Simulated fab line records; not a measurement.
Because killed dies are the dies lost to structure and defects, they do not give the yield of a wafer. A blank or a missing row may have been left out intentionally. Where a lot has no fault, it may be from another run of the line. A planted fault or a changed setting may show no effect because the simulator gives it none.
Lot-split experiment || flow n5-finfet || 7 lots, 39 wafers read, on a route of 1938 steps

## THE SPLIT ITSELF
At N5_MOL_CONTACT_COAG_CVD_140 (deposits W, target thk 66.5 nm, time 215 s), the setting target-thk-a was moved away from the recipe's 665 angstrom on 12 of the 39 wafers read, by -11.1% to +12.0%. This setting was run at the recipe's value on the other wafers.

The reading comes from the split's own step.

## THE READING
W_of_MOL_CONTACT_COAG_CVD_140.thk-nm (the simulator's own value, which no gauge read), in nm, at N5_MOL_CONTACT_COAG_CVD_140 (deposits W, target thk 66.5 nm, time 215 s). No usual value for it is given in the file. Here, 27 wafers ran the recipe; their average is 66.6 nm with a standard deviation of 0.7 nm.

{"wafer": "L075.1", "tool, chamber at the split": "cvd-w-02, 1", "target-thk-a as run, angstrom": 665, "against the recipe": "recipe", "W_of_MOL_CONTACT_COAG_CVD_140.thk-nm, nm": 65.8, "against lot-mates on the recipe": "-"}
{"wafer": "L075.2", "tool, chamber at the split": "cvd-w-02, 0", "target-thk-a as run, angstrom": 744.6, "against the recipe": "+12.0%", "W_of_MOL_CONTACT_COAG_CVD_140.thk-nm, nm": 73, "against lot-mates on the recipe": "+6.9"}
{"wafer": "L075.3", "tool, chamber at the split": "cvd-w-02, 1", "target-thk-a as run, angstrom": 744.6, "against the recipe": "+12.0%", "W_of_MOL_CONTACT_COAG_CVD_140.thk-nm, nm": 74.4, "against lot-mates on the recipe": "+8.3"}
{"wafer": "L075.4", "tool, chamber at the split": "cvd-w-02, 0", "target-thk-a as run, angstrom": 665, "against the recipe": "recipe", "W_of_MOL_CONTACT_COAG_CVD_140.thk-nm, nm": 66.6, "against lot-mates on the recipe": "-"}
{"wafer": "L075.5", "tool, chamber at the split": "cvd-w-02, 0", "target-thk-a as run, angstrom": 744.6, "against the recipe": "+12.0%", "W_of_MOL_CONTACT_COAG_CVD_140.thk-nm, nm": 73.8, "against lot-mates on the recipe": "+7.7"}
{"wafer": "L075.6", "tool, chamber at the split": "cvd-w-02, 1", "target-thk-a as run, angstrom": 665, "against the recipe": "recipe", "W_of_MOL_CONTACT_COAG_CVD_140.thk-nm, nm": 66, "against lot-mates on the recipe": "-"}
{"wafer": "L076.1", "tool, chamber at the split": "cvd-w-01, 0", "target-thk-a as run, angstrom": 665, "against the recipe": "recipe", "W_of_MOL_CONTACT_COAG_CVD_140.thk-nm, nm": 66.4, "against lot-mates on the recipe": "-"}
{"wafer": "L076.3", "tool, chamber at the split": "cvd-w-01, 0,1", "target-thk-a as run, angstrom": 665, "against the recipe": "recipe", "W_of_MOL_CONTACT_COAG_CVD_140.thk-nm, nm": 66.6, "against lot-mates on the recipe": "-"}
{"wafer": "L076.6", "tool, chamber at the split": "cvd-w-01, 0,1", "target-thk-a as run, angstrom": 665, "against the recipe": "recipe", "W_of_MOL_CONTACT_COAG_CVD_140.thk-nm, nm": 66.6, "against lot-mates on the recipe": "-"}
{"wafer": "L079.1", "tool, chamber at the split": "cvd-w-02, 0", "target-thk-a as run, angstrom": 665, "against the recipe": "recipe", "W_of_MOL_CONTACT_COAG_CVD_140.thk-nm, nm": 66.8, "against lot-mates on the recipe": "-"}
{"wafer": "L079.2", "tool, chamber at the split": "cvd-w-02, 1,0", "target-thk-a as run, angstrom": 665, "against the recipe": "recipe", "W_of_MOL_CONTACT_COAG_CVD_140.thk-nm, nm": 66.2, "against lot-mates on the recipe": "-"}
{"wafer": "L079.6", "tool, chamber at the split": "cvd-w-02, 1,0", "target-thk-a as run, angstrom": 665, "against the recipe": "recipe", "W_of_MOL_CONTACT_COAG_CVD_140.thk-nm, nm": 66.2, "against lot-mates on the recipe": "-"}
{"wafer": "L079.3", "tool, chamber at the split": "cvd-w-02, 0", "target-thk-a as run, angstrom": 595.5, "against the recipe": "-10.5%", "W_of_MOL_CONTACT_COAG_CVD_140.thk-nm, nm": 59.6, "against lot-mates on the recipe": -6.8}
{"wafer": "L079.4", "tool, chamber at the split": "cvd-w-02, 1", "target-thk-a as run, angstrom": 595.5, "against the recipe": "-10.5%", "W_of_MOL_CONTACT_COAG_CVD_140.thk-nm, nm": 60, "against lot-mates on the recipe": -6.4}
{"wafer": "L079.5", "tool, chamber at the split": "cvd-w-02, 1", "target-thk-a as run, angstrom": 595.5, "against the recipe": "-10.5%", "W_of_MOL_CONTACT_COAG_CVD_140.thk-nm, nm": 60.4, "against lot-mates on the recipe": -6.0}
{"wafer": "L086.1", "tool, chamber at the split": "cvd-w-02, 0", "target-thk-a as run, angstrom": 591.3, "against the recipe": "-11.1%", "W_of_MOL_CONTACT_COAG_CVD_140.thk-nm, nm": 58.6, "against lot-mates on the recipe": -7.2}
{"wafer": "L086.2", "tool, chamber at the split": "cvd-w-02, 1", "target-thk-a as run, angstrom": 665, "against the recipe": "recipe", "W_of_MOL_CONTACT_COAG_CVD_140.thk-nm, nm": 66.4, "against lot-mates on the recipe": "-"}
{"wafer": "L086.3", "tool, chamber at the split": "cvd-w-02, 0", "target-thk-a as run, angstrom": 665, "against the recipe": "recipe", "W_of_MOL_CONTACT_COAG_CVD_140.thk-nm, nm": 65.6, "against lot-mates on the recipe": "-"}
{"wafer": "L086.4", "tool, chamber at the split": "cvd-w-02, 1", "target-thk-a as run, angstrom": 591.3, "against the recipe": "-11.1%", "W_of_MOL_CONTACT_COAG_CVD_140.thk-nm, nm": 58, "against lot-mates on the recipe": -7.8}
{"wafer": "L086.5", "tool, chamber at the split": "cvd-w-02, 1", "target-thk-a as run, angstrom": 591.3, "against the recipe": "-11.1%", "W_of_MOL_CONTACT_COAG_CVD_140.thk-nm, nm": 57.6, "against lot-mates on the recipe": -8.2}
{"wafer": "L086.6", "tool, chamber at the split": "cvd-w-02, 0", "target-thk-a as run, angstrom": 665, "against the recipe": "recipe", "W_of_MOL_CONTACT_COAG_CVD_140.thk-nm, nm": 65.4, "against lot-mates on the recipe": "-"}
{"wafer": "L089.1", "tool, chamber at the split": "cvd-w-01, 1", "target-thk-a as run, angstrom": 665, "against the recipe": "recipe", "W_of_MOL_CONTACT_COAG_CVD_140.thk-nm, nm": 66.8, "against lot-mates on the recipe": "-"}
{"wafer": "L089.2", "tool, chamber at the split": "cvd-w-01, 0", "target-thk-a as run, angstrom": 665, "against the recipe": "recipe", "W_of_MOL_CONTACT_COAG_CVD_140.thk-nm, nm": 67.6, "against lot-mates on the recipe": "-"}
{"wafer": "L089.3", "tool, chamber at the split": "cvd-w-01, 0", "target-thk-a as run, angstrom": 665, "against the recipe": "recipe", "W_of_MOL_CONTACT_COAG_CVD_140.thk-nm, nm": 67.6, "against lot-mates on the recipe": "-"}
{"wafer": "L089.5", "tool, chamber at the split": "cvd-w-01, 0", "target-thk-a as run, angstrom": 665, "against the recipe": "recipe", "W_of_MOL_CONTACT_COAG_CVD_140.thk-nm, nm": 67.6, "against lot-mates on the recipe": "-"}
{"wafer": "L089.4", "tool, chamber at the split": "cvd-w-01, 1", "target-thk-a as run, angstrom": 665, "against the recipe": "recipe", "W_of_MOL_CONTACT_COAG_CVD_140.thk-nm, nm": 68.2, "against lot-mates on the recipe": "-"}
{"wafer": "L089.6", "tool, chamber at the split": "cvd-w-01, 1", "target-thk-a as run, angstrom": 665, "against the recipe": "recipe", "W_of_MOL_CONTACT_COAG_CVD_140.thk-nm, nm": 67.8, "against lot-mates on the recipe": "-"}
{"wafer": "L091.1", "tool, chamber at the split": "cvd-w-02, 1", "target-thk-a as run, angstrom": 665, "against the recipe": "recipe", "W_of_MOL_CONTACT_COAG_CVD_140.thk-nm, nm": 66.4, "against lot-mates on the recipe": "-"}
{"wafer": "L091.2", "tool, chamber at the split": "cvd-w-02, 0", "target-thk-a as run, angstrom": 665, "against the recipe": "recipe", "W_of_MOL_CONTACT_COAG_CVD_140.thk-nm, nm": 66, "against lot-mates on the recipe": "-"}
{"wafer": "L091.3", "tool, chamber at the split": "cvd-w-02, 0", "target-thk-a as run, angstrom": 665, "against the recipe": "recipe", "W_of_MOL_CONTACT_COAG_CVD_140.thk-nm, nm": 66, "against lot-mates on the recipe": "-"}
{"wafer": "L091.6", "tool, chamber at the split": "cvd-w-02, 0", "target-thk-a as run, angstrom": 665, "against the recipe": "recipe", "W_of_MOL_CONTACT_COAG_CVD_140.thk-nm, nm": 66, "against lot-mates on the recipe": "-"}
{"wafer": "L091.4", "tool, chamber at the split": "cvd-w-02, 1", "target-thk-a as run, angstrom": 665, "against the recipe": "recipe", "W_of_MOL_CONTACT_COAG_CVD_140.thk-nm, nm": 67, "against lot-mates on the recipe": "-"}
{"wafer": "L091.5", "tool, chamber at the split": "cvd-w-02, 1", "target-thk-a as run, angstrom": 665, "against the recipe": "recipe", "W_of_MOL_CONTACT_COAG_CVD_140.thk-nm, nm": 66.2, "against lot-mates on the recipe": "-"}
{"wafer": "L095.1", "tool, chamber at the split": "cvd-w-02, 0", "target-thk-a as run, angstrom": 623, "against the recipe": "-6.3%", "W_of_MOL_CONTACT_COAG_CVD_140.thk-nm, nm": 62.2, "against lot-mates on the recipe": -4.3}
{"wafer": "L095.2", "tool, chamber at the split": "cvd-w-02, 1", "target-thk-a as run, angstrom": 623, "against the recipe": "-6.3%", "W_of_MOL_CONTACT_COAG_CVD_140.thk-nm, nm": 62.6, "against lot-mates on the recipe": -3.9}
{"wafer": "L095.3", "tool, chamber at the split": "cvd-w-02, 1", "target-thk-a as run, angstrom": 665, "against the recipe": "recipe", "W_of_MOL_CONTACT_COAG_CVD_140.thk-nm, nm": 67, "against lot-mates on the recipe": "-"}
{"wafer": "L095.4", "tool, chamber at the split": "cvd-w-02, 0", "target-thk-a as run, angstrom": 665, "against the recipe": "recipe", "W_of_MOL_CONTACT_COAG_CVD_140.thk-nm, nm": 65.8, "against lot-mates on the recipe": "-"}
{"wafer": "L095.5", "tool, chamber at the split": "cvd-w-02, 0", "target-thk-a as run, angstrom": 665, "against the recipe": "recipe", "W_of_MOL_CONTACT_COAG_CVD_140.thk-nm, nm": 66.8, "against lot-mates on the recipe": "-"}
{"wafer": "L095.6", "tool, chamber at the split": "cvd-w-02, 1", "target-thk-a as run, angstrom": 623, "against the recipe": "-6.3%", "W_of_MOL_CONTACT_COAG_CVD_140.thk-nm, nm": 61.6, "against lot-mates on the recipe": -4.9}
The file does not say which wafer passed through which chamber wherever a row lists several chambers: such a row stands for several wafers.

THE FIT
A straight line over all 39 wafers: W_of_MOL_CONTACT_COAG_CVD_140.thk-nm changes by +0.661 nm for each +1% of target-thk-a; r = +0.98; the points scatter about the line by 0.76 nm.
The same after taking each lot's own level away (the mean of its wafers on the recipe; 39 wafers): +0.652 nm for each +1%; r = +0.99; scatter 0.46 nm.
That fit puts the effect of the largest move of target-thk-a on the reading at 7.8 nm.
The lots' own levels span 65.80 to 67.60 nm, that is 2.6 times the standard deviation above.
The two slopes agree, so the slope changes little with the lot-to-lot level.
Check: for one of the wafers moved furthest among these (+12.0%), held out of the fit, the line's prediction against its lot-mates is +7.94 nm. Against them it came out at +6.87 nm.

## FURTHER SPLITS ON THESE WAFERS
These wafers also went through other splits before the reading. Each is held against what the fit with the lots' levels taken away leaves over:
{"other split on the same wafers": "N5_DUMMY_GATE_ETCH_32 time-s", "wafers away from the commonest value": 15, "r with W_of_MOL_CONTACT_COAG_CVD_140.thk-nm (lot level and that fit taken away)": "+0.10"}
{"other split on the same wafers": "N5_HKMG_FIN_ETCH_35 source-w", "wafers away from the commonest value": 12, "r with W_of_MOL_CONTACT_COAG_CVD_140.thk-nm (lot level and that fit taken away)": "+0.10"}
{"other split on the same wafers": "N5_MOL_CONTACT_COAG_ETCH_105 bias-w", "wafers away from the commonest value": 18, "r with W_of_MOL_CONTACT_COAG_CVD_140.thk-nm (lot level and that fit taken away)": -0.19}
{"other split on the same wafers": "N5_MOL_CONTACT_COAG_ETCH_110 bias-w", "wafers away from the commonest value": 12, "r with W_of_MOL_CONTACT_COAG_CVD_140.thk-nm (lot level and that fit taken away)": -0.09}

## FILE'S OWN FIT
W_of_MOL_CONTACT_COAG_CVD_140.thk-nm changes by +0.654 nm for each +1% of target-thk-a, r = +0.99.
